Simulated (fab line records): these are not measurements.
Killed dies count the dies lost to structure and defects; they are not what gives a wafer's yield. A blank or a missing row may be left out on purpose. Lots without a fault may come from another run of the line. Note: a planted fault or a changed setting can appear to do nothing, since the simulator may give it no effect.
fab line records	flow n5-finfet
[record] lots = 6	wafers = 18	last-day = 20
route steps=1938 shown BEOL_M2@857 BEOL_M4@1111 PASSIVATION@1936
lots with no fault: from the same line, run without faults
start-h: hours from the record's first day to the start of the lot's first wafer shown	wait-h: hours since the lot's step before	" unchanged from the row above	L1.1+2: several wafers, shown together as one row	- either no value or no given start	* or withheld: withheld	< > ~ a bound
route shown NAME@n: a module of which the file shows steps, and the number in the route of the first	usual: mean and standard deviation over wafers with no fault	same: alike in all rows	chamber/n: place in a boat	sites: readings site by site	_std_site: their standard deviation	_edge_site: inner sites' mean taken away from outer sites' mean	radius-mm: for every site, how far away it sits from the centre of the wafer	mask NAME#n: copy n	behind: the last tool/chamber to shape the wafer	hold: reason for holding the lot/hours on hold/outcome of the hold	device: which transistor (n, p or np) failed to switch	end of line: the route-end tests of the same wafers	step lacking rows: just its recipe	killed: dies that structure and defects cost at the first sort, which is not the same as the wafer's yield	map: per-die view of a wafer (x killed, . not killed, _ where there is no die)
set.NAME: the setting that was run; set.NAME@STEP: the one run at that earlier step	model.NAME: the simulator's own value behind a step, which no gauge read
lots at selected steps of the route; one table per step, one row per wafer
services: a tool's chamber out of use, with start hour (start-h, from the record's first day; less than 0 if before it), hours out, and reason
[[steps]]
[step N5_BEOL_M2_DESCUM_16]
[recipe] chemistry = O2	time-s = 7	source-power-w = 50	bias-power-w = 20	pressure-mtorr = 20	rf-frequency-hz = 2.712e+07	temp-c = 40	resist = CAR-EUV	o2-flow-sccm = 225
[usual] drypump-motor-current-A = 5.6/0.52	oes-product-au = 0.83/0.085	rf-vpp-V = 243.6/1.6	showerhead-plenum-p-Torr = 2.12/0.088	throttle-valve-pct = 20.37/0.18
lot.wafer	tool	chamber	start-h	wait-h	drypump-motor-current-A	oes-product-au	rf-hours-counter-h	rf-vpp-V	showerhead-plenum-p-Torr	throttle-valve-pct
L709.2	rie-diel-04	0	135.61	0.0	5.4	0.91	22	245.6	2.05	20.29
L709.3	"	2	"	"	6.1	0.82	77	242.6	2.13	20.24
L709.5	"	3	"	"	6.0	0.69	-	239.3	1.97	20.62
L719.1	rie-diel-04	1	195.70	0.3	5.1	0.88	29	245.3	2.23	20.11
L719.4	"	2	"	"	6.1	0.80	-	243.3	2.12	20.28
L719.6	"	1	"	"	5.1	0.88	-	245.1	2.23	20.10
L720.1	rie-diel-01	1	210.71	0.0	5.1	0.87	47	244.3	2.22	20.35
L720.2	"	0	"	"	5.7	0.80	104	243.3	2.11	20.33
L720.6	"	2	"	"	5.3	0.90	-	246.2	2.23	20.30
L722.1	rie-diel-03	1	219.72	0.0	6.5	0.84	78	244.6	2.20	20.37
L722.2	"	3	"	"	4.8	0.71	214	243.1	2.16	20.74
L722.3	"	2	"	"	5.3	0.71	220	242.1	1.98	20.53
L728.1	rie-diel-01	2	261.24	0.4	5.3	0.88	48	246.3	2.22	20.33
L728.5	"	1	"	"	5.1	0.85	-	245.0	2.21	20.41
L728.6	"	0	"	"	5.7	0.78	-	243.8	2.10	20.37
L732.3	rie-diel-03	3	296.25	0.0	4.8	0.69	241	242.3	2.15	20.79
L732.4	"	0	"	"	5.5	0.90	39	242.6	2.04	20.11
L732.6	"	3	"	"	4.8	0.70	-	242.4	2.15	20.79
[step N5_BEOL_M2_ETCH_74]
[recipe] chemistry = N2/H2	target = underlayer	target-depth-a = 65	mask-material = CAR-EUV	time-s = 5.2	ion-energy-ev = 200	pressure-mtorr = 30	source-w = 840	bias-w = 150	n2-flow-sccm = 200	h2-flow-sccm = 200	ends = cleared
[usual] drypump-motor-current-A = 5.6/0.53	etch-rf-on-time-s = 5.15/0.062	n2-flow-sccm = 199.9/0.6	oes-product-au = 0.70/0.072	rf-vpp-V = 525/3.2	showerhead-plenum-p-Torr = 2.58/0.11	throttle-valve-pct = 17.80/0.22
lot.wafer	tool	chamber	start-h	wait-h	drypump-motor-current-A	etch-rf-on-time-s	n2-flow-sccm	oes-product-au	rf-hours-counter-h	rf-vpp-V	showerhead-plenum-p-Torr	throttle-valve-pct
L709.2	rie-diel-04	0	135.64	0.0	5.3	5.16	199.7	0.78	22	525	2.49	17.70
L709.3	"	2	"	"	6.1	5.12	199.6	0.70	77	526	2.57	17.57
L709.5	"	3	"	"	6.0	5.30	199.3	0.59	-	520	2.40	18.09
L719.1	rie-diel-04	1	195.73	0.0	5.0	5.26	199.3	0.75	29	530	2.71	17.64
L719.4	"	2	"	"	6.1	5.12	199.7	0.68	-	526	2.56	17.62
L719.6	"	1	"	"	5.0	5.08	199.6	0.75	-	531	2.71	17.65
L720.1	rie-diel-01	1	210.74	0.0	5.1	5.18	199.9	0.74	47	528	2.70	17.79
L720.2	"	0	"	"	5.8	5.18	200.2	0.68	104	525	2.55	17.67
L720.6	"	2	"	"	5.4	5.15	199.7	0.78	-	527	2.70	17.68
L722.1	rie-diel-03	1	219.75	0.0	6.5	5.10	200.4	0.71	78	527	2.69	17.88
L722.2	"	3	"	"	4.9	5.19	200.0	0.61	214	525	2.62	18.25
L722.3	"	2	"	"	5.3	5.21	200.2	0.61	220	522	2.42	18.09
L728.1	rie-diel-01	2	261.28	0.0	5.4	5.17	200.9	0.73	48	529	2.70	17.68
L728.5	"	1	"	"	5.1	5.09	199.9	0.73	-	528	2.69	17.78
L728.6	"	0	"	"	5.7	5.13	199.7	0.66	-	523	2.55	17.72
L732.3	rie-diel-03	3	296.29	0.0	4.8	5.25	200.3	0.60	241	525	2.61	18.27
L732.4	"	0	"	"	5.5	5.10	200.1	0.77	40	522	2.47	17.44
L732.6	"	3	"	"	4.9	5.19	200.2	0.60	-	526	2.61	18.25
[step N5_BEOL_M2_ETCH_63]
[recipe] chemistry = CF4	target = SiARC	target-depth-a = 156	mask-material = CAR-EUV	time-s = 26	ion-energy-ev = 80	pressure-mtorr = 40	source-w = 545	bias-w = 36	Ar_flow_sccm = 100	cf4-flow-sccm = 100	ends = cleared
[step N5_BEOL_M2_ETCH_64]
[recipe] chemistry = N2/H2	target = SOC	target-depth-a = 750	overetch-a = 225	mask-material = SiARC	temp-c = 40	time-s = 121.9	ion-energy-ev = 200	pressure-mtorr = 30	source-w = 840	bias-w = 150	n2-flow-sccm = 200	h2-flow-sccm = 200
[step N5_BEOL_M2_STRIP_65]
[recipe] chemistry = N2/H2	temp-c = 40	n2-flow-sccm = 200	h2-flow-sccm = 200	rf-frequency-hz = 6e+07
[step N5_BEOL_M2_STRIP_75]
[recipe] chemistry = N2/H2	temp-c = 40	n2-flow-sccm = 200	h2-flow-sccm = 200	rf-frequency-hz = 6e+07
[step N5_BEOL_M2_STRIP_66]
[recipe] chemistry = CF4	resist = SiARC	power-w = 300	bias-power-w = 75	pressure-mtorr = 50	cf4-flow-sccm = 150	rf-frequency-hz = 6e+07
[usual] drypump-motor-current-A = 5.6/0.52	oes-product-au = 0.81/0.08	rf-vpp-V = 271.7/1.7	showerhead-plenum-p-Torr = 1.82/0.068	throttle-valve-pct = 13.51/0.22
lot.wafer	tool	chamber	start-h	wait-h	drypump-motor-current-A	oes-product-au	rf-hours-counter-h	rf-vpp-V	showerhead-plenum-p-Torr	throttle-valve-pct
L709.2	rie-diel-04	0	135.82	0.0	5.3	0.91	22	272.1	1.76	13.32
L709.3	"	2	"	"	6.1	0.81	77	271.7	1.81	13.32
L709.5	"	3	"	"	6.0	0.69	-	267.9	1.70	13.96
L719.1	rie-diel-04	1	195.91	0.0	5.1	0.86	29	272.9	1.90	13.18
L719.4	"	2	"	"	6.1	0.79	-	272.2	1.81	13.35
L719.6	"	1	"	"	5.1	0.87	-	273.7	1.90	13.20
L720.1	rie-diel-01	1	210.92	0.0	5.1	0.86	47	274.8	1.90	13.47
L720.2	"	0	"	"	5.8	0.78	105	271.2	1.81	13.49
L720.6	"	2	"	"	5.3	0.89	-	273.5	1.90	13.36
L722.1	rie-diel-03	1	219.93	0.0	6.5	0.83	78	274.1	1.88	13.50
L722.2	"	3	"	"	4.8	0.71	214	273.1	1.85	13.91
L722.3	"	2	"	"	5.2	0.70	220	270.6	1.71	13.76
L728.1	rie-diel-01	2	261.45	0.0	5.3	0.85	48	274.7	1.89	13.41
L728.5	"	1	"	"	5.1	0.83	-	273.5	1.89	13.48
L728.6	"	0	"	"	5.7	0.77	-	271.9	1.80	13.53
L732.3	rie-diel-03	3	296.46	0.0	4.8	0.69	241	271.6	1.84	13.96
L732.4	"	0	"	"	5.5	0.89	40	270.3	1.76	13.30
L732.6	"	3	"	"	4.8	0.69	-	271.7	1.84	13.99
[step N5_BEOL_M2_HM_OPEN_17]
[recipe] chemistry = Cl2/BCl3	target-depth-a = 200	overetch-a = 60	target = TiN	mask-material = SOC	ion-energy-ev = 150	pressure-mtorr = 10	icp-w = 1000	bias-w = 126	Cl2_flow_sccm = 53.25	bcl3-flow-sccm = 21.75	Ar_flow_sccm = 25
[usual] drypump-motor-current-A = 5.6/0.38	mfc-cl2-sccm = 53.25/0.15	oes_ar_750_au = 0.79/0.087	oes-product-au = 0.67/0.074	throttle-valve-pct = 22.12/0.14
lot.wafer	tool	chamber	start-h	wait-h	drypump-motor-current-A	mfc-cl2-sccm	oes_ar_750_au	oes-product-au	rf-hours-counter-h	throttle-valve-pct
L709.2	rie-metal-03	0	135.86	0.0	4.9	53.17	0.82	0.67	35	22.37
L709.3	"	0	"	"	4.9	53.40	0.82	0.68	-	22.38
L709.5	"	0	"	"	4.9	53.16	0.82	0.68	-	22.36
L719.1	rie-metal-03	1	195.95	0.0	5.8	53.19	0.76	0.66	47	22.04
L719.4	"	1	"	"	5.8	53.55	0.77	0.66	-	22.03
L719.6	"	0	"	"	4.9	53.24	0.81	0.67	-	22.37
L720.1	rie-metal-02	1	210.96	0.0	5.5	53.20	0.67	0.57	81	22.10
L720.2	"	0	"	"	6.0	53.38	0.85	0.74	18	21.99
L720.6	"	0	"	"	6.0	53.23	0.85	0.74	-	21.99
L722.1	rie-metal-01	0	219.97	0.0	5.6	52.99	0.90	0.75	10	22.13
L722.2	"	0	"	"	5.5	53.07	0.90	0.75	-	22.11
L722.3	"	0	"	"	5.5	53.49	0.90	0.75	-	22.11
L728.1	rie-metal-02	1	261.49	0.0	5.6	53.05	0.66	0.57	86	22.10
L728.5	"	1	"	"	5.6	53.19	0.66	0.57	-	22.09
L728.6	"	0	"	"	5.9	53.13	0.83	0.74	-	22.00
L732.3	rie-metal-01	0	296.53	0.1	5.6	53.17	0.88	0.72	-	22.12
L732.4	"	1	"	"	6.2	52.99	0.94	0.79	-	21.90
L732.6	"	0	"	"	5.6	53.45	0.87	0.73	-	22.13
[step N5_BEOL_M2_STRIP_19]
[recipe] chemistry = O2	power-w = 400	temp-c = 40	pressure-mtorr = 30	rf-frequency-hz = 6e+07	bias-power-w = 0	overash-fraction = 0.2	o2-flow-sccm = 225
[usual] drypump-motor-current-A = 5.6/0.51	oes-product-au = 0.83/0.078	rf-vpp-V = 3.6/0.42	showerhead-plenum-p-Torr = 2.13/0.085	throttle-valve-pct = 16.62/0.16
[same] overash-fraction = 0.2
lot.wafer	tool	chamber	start-h	wait-h	drypump-motor-current-A	oes-product-au	rf-hours-counter-h	rf-vpp-V	showerhead-plenum-p-Torr	throttle-valve-pct
L709.2	rie-diel-03	0	136.00	0.1	5.5	0.68	238	3.7	2.06	16.70
L709.3	"	2	"	"	5.3	0.74	186	4.4	1.99	16.73
L709.5	"	2	"	"	5.3	0.75	-	3.1	1.99	16.75
L719.1	rie-diel-03	2	196.16	0.2	5.3	0.72	211	4.2	1.98	16.79
L719.4	"	2	"	"	5.3	0.72	-	3.9	1.98	16.81
L719.6	"	1	"	"	6.5	0.85	-	3.4	2.21	16.58
L720.1	rie-diel-03	1	211.07	0.1	6.5	0.86	74	3.7	2.21	16.59
L720.2	"	2	"	"	5.3	0.72	217	3.4	1.98	16.79
L720.6	"	2	"	"	5.3	0.72	-	2.8	1.98	16.81
L722.1	rie-diel-01	2	220.17	0.2	5.3	0.89	32	3.3	2.23	16.52
L722.2	"	3	"	"	6.3	0.87	43	3.3	2.05	16.69
L722.3	"	0	"	"	5.8	0.80	107	3.8	2.11	16.59
L728.1	rie-diel-03	0	261.67	0.1	5.5	0.91	29	2.8	2.04	16.32
L728.5	"	3	"	"	4.8	0.69	-	3.7	2.16	17.02
L728.6	"	2	"	"	5.3	0.70	-	4.2	1.98	16.83
L732.3	rie-diel-04	2	296.61	0.1	6.1	0.77	134	4.3	2.11	16.55
L732.4	"	0	"	"	5.3	0.84	-	3.0	2.03	16.58
L732.6	"	3	"	"	6.1	0.91	-	3.9	2.22	16.59
[step N5_BEOL_M2_CD_MEAS_18]
[recipe] pitch-nm = 36	target-cd-nm = 18
[usual] cd-nm = 18.02/0.29
lot.wafer	tool	chamber	start-h	wait-h	cd-nm
L709.2	cd-sem-01	-	136.07	0.1	17.84
L709.3	"	-	"	"	17.89
L709.5	"	-	"	"	17.59
L719.1	cd-sem-02	-	196.23	0.0	17.77
L719.4	"	-	"	"	18.06
L719.6	"	-	"	"	18.01
L720.1	cd-sem-03	-	211.14	0.0	17.43
L720.2	"	-	"	"	17.28
L720.6	"	-	"	"	17.96
L722.1	cd-sem-02	-	220.24	0.0	18.45
L722.2	"	-	"	"	18.07
L722.3	"	-	"	"	17.76
L728.1	cd-sem-03	-	261.74	0.0	18.14
L728.5	"	-	"	"	18.01
L728.6	"	-	"	"	18.06
L732.3	cd-sem-02	-	296.69	0.1	18.38
L732.4	"	-	"	"	18.37
L732.6	"	-	"	"	18.10
[step N5_BEOL_M2_COAT_67]
[recipe] resist = SOC	temp-c = 250	time-s = 60	spin-rpm = 1500	resist-thk-nm = 60
[step N5_BEOL_M2_COAT_68]
[recipe] resist = SiARC	temp-c = 220	time-s = 60	spin-rpm = 1500	resist-thk-nm = 12
[step N5_BEOL_M2_COAT_76]
[recipe] resist = underlayer	temp-c = 205	time-s = 60	spin-rpm = 1500	resist-thk-nm = 5
[usual] heater-power-total-W = 391.8/1.2	resist-line-temp-C = 22.98/0.1	run-length-s = 66.18/0.13	spin-speed-rpm = 1500.1/1.1
lot.wafer	tool	chamber	start-h	wait-h	heater-power-total-W	resist-line-temp-C	run-length-s	spin-speed-rpm
L709.2	litho-track-02	0	136.11	-	392.9	22.98	66.24	1501.4
L709.3	"	0	"	"	391.8	22.97	66.26	1501.8
L709.5	"	0	"	"	391.1	23.01	66.07	1498.7
L719.1	litho-track-04	0	196.27	-	417.4	22.96	60.50	1501.7
L719.4	"	0	"	"	415.7	23.08	60.33	1499.8
L719.6	"	0	"	"	393.2	22.93	66.18	1500.4
L720.1	litho-track-04	0	211.18	-	415.9	23.04	60.56	1500.5
L720.2	"	0	"	"	413.8	22.85	60.32	1500.6
L720.6	"	0	"	"	390.4	22.89	66.08	1501.0
L722.1	litho-track-05	0	220.28	-	389.5	23.06	66.14	1499.0
L722.2	"	0	"	"	390.1	23.06	66.28	1501.0
L722.3	"	0	"	"	389.6	22.94	66.14	1501.3
L728.1	litho-track-02	0	261.78	-	392.1	23.02	66.08	1499.5
L728.5	"	0	"	"	391.2	23.05	66.44	1499.4
L728.6	"	0	"	"	390.8	23.14	66.04	1499.6
L732.3	litho-track-04	0	296.73	-	392.0	23.01	66.13	1500.3
L732.4	"	0	"	"	391.1	23.01	66.23	1500.7
L732.6	"	0	"	"	393.9	22.99	66.41	1498.8
[step N5_BEOL_M2_COAT_22]
[recipe] resist = CAR-EUV	spin-rpm = 1500	resist-thk-nm = 30
[step N5_BEOL_M4_RC_MEAS_101]
[usual] DIBL_N = 36.6/1.1	DIBL_P = 36.8/1.6	IOFF_N = 0.169/0.024	IOFF_P = 0.206/0.028	ION_N = 679/9.2	ION_P = 462/7	SS_N = 71.6/0.57	SS_P = 73.3/0.57	VT_N = 248.8/2.4	VT_P = -251/3
lot.wafer	tool	chamber	start-h	wait-h	DIBL_N[mV/V]	DIBL_P[mV/V]	IOFF_N[nA/um]	IOFF_P[nA/um]	ION_N[uA/um]	ION_P[uA/um]	SS_N[mV/dec]	SS_P[mV/dec]	VT_N[mV]	VT_P[mV]
L709.2	prober-02	0	193.41	0.2	35.8	34.9	0.150	0.161	666	450	71.3	72.3	251.0	-257
L709.3	"	0	"	"	36.1	34.4	0.140	0.152	663	448	70.9	72.8	253.1	-256
L709.5	"	0	"	"	37.1	36.4	0.168	0.188	675	455	71.0	73.4	249.0	-252
L719.1	prober-02	0	263.74	0.0	34.5	34.4	0.133	0.174	670	454	71.6	72.3	251.2	-254
L719.4	"	0	"	"	35.8	36.5	0.156	0.206	673	461	71.6	72.8	250.4	-250
L719.6	"	0	"	"	36.5	36.8	0.169	0.212	685	468	71.8	73.0	247.2	-250
L720.1	prober-01	0	263.88	0.0	38.9	39.0	0.198	0.260	687	469	72.1	74.1	248.2	-246
L720.2	"	0	"	"	38.3	37.4	0.181	0.237	680	475	72.1	73.3	244.4	-250
L720.6	"	0	"	"	38.6	37.7	0.183	0.241	692	473	71.5	73.9	244.8	-248
L722.1	prober-01	0	270.47	0.0	35.8	35.0	0.142	0.186	686	465	71.5	73.4	250.8	-251
L722.2	"	0	"	"	36.3	35.8	0.152	0.192	689	464	71.9	72.9	250.7	-253
L722.3	"	0	"	"	38.7	38.0	0.191	0.231	687	460	71.5	73.6	246.8	-249
L728.1	prober-02	0	306.75	0.0	34.3	33.2	0.129	0.190	671	460	71.2	72.1	251.4	-249
L728.5	"	0	"	"	34.7	34.1	0.139	0.202	683	462	71.3	72.2	248.3	-247
L728.6	"	0	"	"	37.2	37.5	0.203	0.264	701	476	71.9	73.1	245.0	-245
L732.3	prober-02	0	349.34	0.3	36.7	38.0	0.161	0.190	692	461	71.1	73.1	252.2	-254
L732.4	"	0	"	"	35.4	36.6	0.131	0.168	671	458	71.0	72.6	254.1	-255
L732.6	"	0	"	"	37.7	39.6	0.175	0.218	678	462	72.5	73.6	247.5	-250
[step N5_PASSIVATION_PROBE_49]
[usual] defect-limited-yield = 91.1/1.5	killed_at_M0_to_M3 = 36/11	killed_at_M4_up = 14/5.6	killed-at-contacts = 11/5.6	killed-at-front-end = 40/12	killed-at-other = 4/3.2	killed-dies = 105/17	killed-open = 69/12	killed-short = 34/8.4	sort_bin_5_function = 5.2/0.95	sort_bin_6_memory = 3.3/0.63	sort_bin_8_speed = 0.00/0.007	sort-n-pass = 1075/17	sort-yield-pct = 91.1/1.5
[same] gross-dies = 1180	killed-at-back-side = 0	sort_bin_4_leakage[%] = 0
lot.wafer	tool	chamber	start-h	wait-h	defect-limited-yield[%]	killed_at_M0_to_M3	killed_at_M4_up	killed-at-contacts	killed-at-front-end	killed-at-other	killed-dies	killed-open	killed-short	sort_bin_5_function[%]	sort_bin_6_memory[%]	sort_bin_8_speed[%]	sort-n-pass	sort-yield-pct[%]
L709.2	prober-01	-	310.86	0.1	92.3	27	11	6	45	2	91	66	23	4.5	3.0	0.08	1088	92.2
L709.3	prober-01	-	310.91	0.1	93.1	35	9	4	32	1	81	47	34	4.2	2.4	0	1099	93.1
L709.5	prober-01	-	311.01	0.2	91.9	32	15	2	46	1	96	70	25	4.9	3.1	0	1084	91.9
L719.1	prober-01	-	367.42	0.0	90.2	33	23	11	46	3	116	72	43	5.8	3.5	0	1064	90.2
L719.4	prober-01	-	367.57	0.2	90.4	64	11	6	27	5	113	77	36	5.3	4.2	0	1067	90.4
L719.6	prober-01	-	367.67	0.3	94.1	35	7	7	20	1	70	55	14	3.1	2.5	0	1110	94.1
L722.1	prober-01	-	382.54	0.0	91.5	50	15	10	24	1	100	66	33	5.4	2.6	0	1080	91.5
L722.2	prober-01	-	382.59	0.1	89.9	33	23	10	52	1	119	71	46	6.4	3.5	0	1061	89.9
L722.3	prober-01	-	382.64	0.1	91.5	44	16	14	26	0	100	67	32	4.7	3.6	0	1080	91.5
L720.1	prober-01	-	383.39	0.0	90.5	33	7	3	65	4	112	77	33	5.3	3.6	0	1068	90.5
L720.2	prober-01	-	383.44	0.1	91.9	40	10	7	31	7	95	66	28	4.9	3.1	0	1085	91.9
L720.6	prober-01	-	383.64	0.3	93.0	26	15	5	31	6	83	52	31	4.0	2.9	0	1097	93.0
L728.1	prober-02	-	413.11	0.0	89.4	53	7	20	36	9	125	77	48	6.5	3.4	0	1055	89.4
L728.5	prober-02	-	413.31	0.2	91.8	27	14	10	46	0	97	65	28	4.4	3.3	0	1083	91.8
L728.6	prober-02	-	413.36	0.3	91.3	39	14	12	37	1	103	68	35	5.6	2.9	0	1077	91.3
L732.3	prober-01	-	468.58	0.1	91.5	40	18	9	31	2	100	75	21	5.2	3.1	0	1080	91.5
L732.4	prober-01	-	468.63	0.2	90.5	64	15	4	25	4	112	68	42	5.2	3.9	0	1068	90.5
L732.6	prober-01	-	468.73	0.3	87.0	71	16	16	41	9	153	108	45	8.1	4.4	0	1027	87.0
// killed by level:class
L709.2 STI_FIN_REVEAL:geometric-particle:open=12 FIN_SAQP:geometric-particle:open=10 BEOL_M3:geometric-particle:open=7 FIN_SAQP:geometric-particle:short=6 BEOL_M0_SAQP:geometric-particle:open=6 BEOL_M2:geometric-particle:open=6 MOL_CONTACT_COAG:geometric-particle:open=5 GATE_CUT:geometric-particle:short=4
L709.3 FIN_SAQP:geometric-particle:short=11 BEOL_M2:geometric-particle:open=8 BEOL_M3:geometric-particle:open=8 BEOL_M0_SAQP:geometric-particle:open=6 GATE_CUT:geometric-particle:short=4 BEOL_M4:geometric-particle:open=4 BEOL_M0_SAQP:geometric-particle:short=4 FIN_SAQP:geometric-particle:open=3
L709.5 STI_FIN_REVEAL:geometric-particle:open=20 BEOL_M2:geometric-particle:open=10 BEOL_M3:geometric-particle:open=9 FIN_SAQP:geometric-particle:short=5 DUMMY_GATE:geometric-particle:open=5 BEOL_M4:geometric-particle:open=5 BEOL_M4:geometric-particle:short=5 BEOL_M0_SAQP:geometric-particle:open=4
L719.1 FIN_SAQP:geometric-particle:short=12 MOL_CONTACT_COAG:geometric-particle:open=10 FIN_SAQP:geometric-particle:open=9 BEOL_M3:geometric-particle:open=9 BEOL_M0_SAQP:geometric-particle:short=7 BEOL_M4:geometric-particle:open=7 BEOL_M2:geometric-particle:open=6 BEOL_M4:geometric-particle:short=5
L719.4 BEOL_M3:geometric-particle:open=13 BEOL_M2:geometric-particle:open=12 BEOL_M1:geometric-particle:open=10 BEOL_M0_SAQP:geometric-particle:short=10 FIN_SAQP:geometric-particle:open=9 FIN_SAQP:geometric-particle:short=8 BEOL_M0_SAQP:geometric-particle:open=6 MOL_CONTACT_COAG:geometric-particle:open=5
L719.6 BEOL_M1:geometric-particle:open=10 BEOL_M2:geometric-particle:open=8 MOL_CONTACT_COAG:geometric-particle:open=7 STARTING-WAFER:geometric-particle:open=5 BEOL_M0:geometric-particle:open=4 BEOL_M3:geometric-particle:open=4 FIN_CUT:geometric-particle:open=3 BEOL_M0_SAQP:geometric-particle:short=3
L722.1 BEOL_M0_SAQP:geometric-particle:short=15 BEOL_M0_SAQP:geometric-particle:open=13 MOL_CONTACT_COAG:geometric-particle:open=8 STI_FIN_REVEAL:geometric-particle:open=7 BEOL_M2:geometric-particle:open=7 BEOL_M1:geometric-particle:open=6 BEOL_M4:geometric-particle:open=5 FIN_SAQP:geometric-particle:open=4
L722.2 STI_FIN_REVEAL:geometric-particle:open=14 FIN_SAQP:geometric-particle:open=10 BEOL_M4:geometric-particle:open=10 FIN_SAQP:geometric-particle:short=8 MOL_CONTACT_COAG:geometric-particle:open=8 BEOL_M3:geometric-particle:short=8 BEOL_M0_SAQP:geometric-particle:short=7 BEOL_M1:geometric-particle:open=7
L722.3 STI_FIN_REVEAL:geometric-particle:open=12 MOL_CONTACT_COAG:geometric-particle:open=12 BEOL_M0_SAQP:geometric-particle:short=11 BEOL_M0_SAQP:geometric-particle:open=11 BEOL_M1:geometric-particle:open=11 STI_FIN_REVEAL:geometric-particle:short=5 BEOL_M3:geometric-particle:open=5 BEOL_M4:geometric-particle:open=5
L720.1 STI_FIN_REVEAL:geometric-particle:open=21 FIN_SAQP:geometric-particle:open=15 FIN_SAQP:geometric-particle:short=9 BEOL_M0:geometric-particle:open=7 BEOL_M3:geometric-particle:open=7 BEOL_M2:geometric-particle:short=5 STARTING-WAFER:geometric-particle:short=5 BEOL_M0_SAQP:geometric-particle:short=4
L720.2 BEOL_M1:geometric-particle:open=10 BEOL_M2:geometric-particle:open=9 FIN_SAQP:geometric-particle:short=8 MOL_CONTACT_COAG:geometric-particle:open=7 BEOL_M0:geometric-particle:open=7 STI_FIN_REVEAL:geometric-particle:open=6 FIN_SAQP:geometric-particle:open=5 BEOL_M0_SAQP:geometric-particle:open=3
L720.6 FIN_SAQP:geometric-particle:short=7 BEOL_M5:geometric-particle:open=6 FIN_SAQP:geometric-particle:open=5 STI_FIN_REVEAL:geometric-particle:open=5 BEOL_M1:geometric-particle:open=5 BEOL_M0_SAQP:geometric-particle:open=4 BEOL_M3:geometric-particle:open=4 BEOL_M1:geometric-particle:short=3
L728.1 MOL_CONTACT_COAG:geometric-particle:open=13 BEOL_M0_SAQP:geometric-particle:short=12 BEOL_M2:geometric-particle:open=10 FIN_SAQP:geometric-particle:open=9 BEOL_M1:geometric-particle:open=8 DUMMY_GATE:geometric-particle:open=7 MOL_CONTACT_COAG:geometric-particle:short=7 BEOL_M3:geometric-particle:short=6
L728.5 FIN_SAQP:geometric-particle:open=13 MOL_CONTACT_COAG:geometric-particle:open=10 FIN_SAQP:geometric-particle:short=7 BEOL_M0_SAQP:geometric-particle:open=7 BEOL_M1:geometric-particle:open=6 BEOL_M2:geometric-particle:open=6 BEOL_M0_SAQP:geometric-particle:short=5 DUMMY_GATE:geometric-particle:open=4
L728.6 BEOL_M1:geometric-particle:open=15 FIN_SAQP:geometric-particle:open=10 MOL_CONTACT_COAG:geometric-particle:open=7 BEOL_M2:geometric-particle:open=7 DUMMY_GATE:geometric-particle:open=6 STI_FIN_REVEAL:geometric-particle:open=5 MOL_CONTACT_COAG:geometric-particle:short=5 BEOL_M5:geometric-particle:open=5
L732.3 BEOL_M0_SAQP:geometric-particle:open=11 FIN_SAQP:geometric-particle:open=8 MOL_CONTACT_COAG:geometric-particle:open=8 BEOL_M2:geometric-particle:open=8 BEOL_M4:geometric-particle:open=7 BEOL_M0_SAQP:geometric-particle:short=5 BEOL_M3:geometric-particle:open=5 BEOL_M8:geometric-particle:open=5
L732.4 BEOL_M0_SAQP:geometric-particle:short=15 BEOL_M2:geometric-particle:open=12 BEOL_M0_SAQP:geometric-particle:open=9 BEOL_M3:geometric-particle:open=8 STI_FIN_REVEAL:geometric-particle:open=5 BEOL_M1:geometric-particle:open=5 BEOL_M4:geometric-particle:open=5 FIN_SAQP:geometric-particle:open=4
L732.6 BEOL_M2:geometric-particle:open=15 MOL_CONTACT_COAG:geometric-particle:open=14 BEOL_M3:geometric-particle:open=14 BEOL_M0_SAQP:geometric-particle:short=12 BEOL_M0_SAQP:geometric-particle:open=11 FIN_SAQP:geometric-particle:open=9 BEOL_M1:geometric-particle:open=9 FIN_SAQP:geometric-particle:short=6
[[services]]
tool	chamber	start-h	hours	kind
litho-track-04	-	116.48	-	consumable-replace:filter
rie-metal-03	-	125.32	1.4	pm
litho-track-04	-	127.60	-	consumable-replace:filter
rie-diel-01	-	129.43	10.9	repair
rie-diel-04	3	138.33	9.4	repair
rie-diel-01	2	143.52	8.2	repair
rie-diel-03	0	165.44	-	clean
rie-diel-03	0	165.44	-	consumable-replace:focus-ring
rie-diel-03	0	165.44	20.8	scheduled-down
rie-diel-03	0	165.44	20.8	vent-cycle
litho-track-04	-	166.05	-	consumable-replace:filter
rie-metal-03	0	173.53	3.5	repair
rie-metal-03	0	179.32	4.5	repair
rie-diel-04	3	182.81	-	clean
rie-diel-04	3	182.81	-	consumable-replace:focus-ring
rie-diel-04	3	182.81	-	consumable-replace:showerhead
rie-diel-04	3	182.81	17.6	scheduled-down
rie-diel-04	3	182.81	17.6	vent-cycle
rie-metal-01	1	206.10	-	clean
rie-metal-01	1	206.10	26.7	scheduled-down
rie-diel-01	0	264.71	3.7	repair
rie-metal-03	-	270.81	0.8	repair
rie-metal-01	-	272.06	14.6	pm
rie-diel-04	1	294.03	23.1	repair
[[key]]
[first-sign] step = N5_BEOL_M2_COAT_76	reading = run-length-s	direction = down	sigmas = 46	usual = *	struck = *
[effect] step = N5_BEOL_M2_COAT_76	reading = heater-power-total-W	direction = up	sigmas = 20	usual = *	struck = *
met-at N5_BEOL_M2_COAT_76
struck-wafers L719.1,L719.4,L720.1,L720.2
[fault] kind = process-parameter-drift	tool = litho-track-04	chamber = -	onset-h = 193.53	steps = N5_BEOL_M2_COAT_76	channel = time-s	offset = *	shape = step	end-h = 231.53	scope = struck-wafers-only	acts-in = *	stated = *
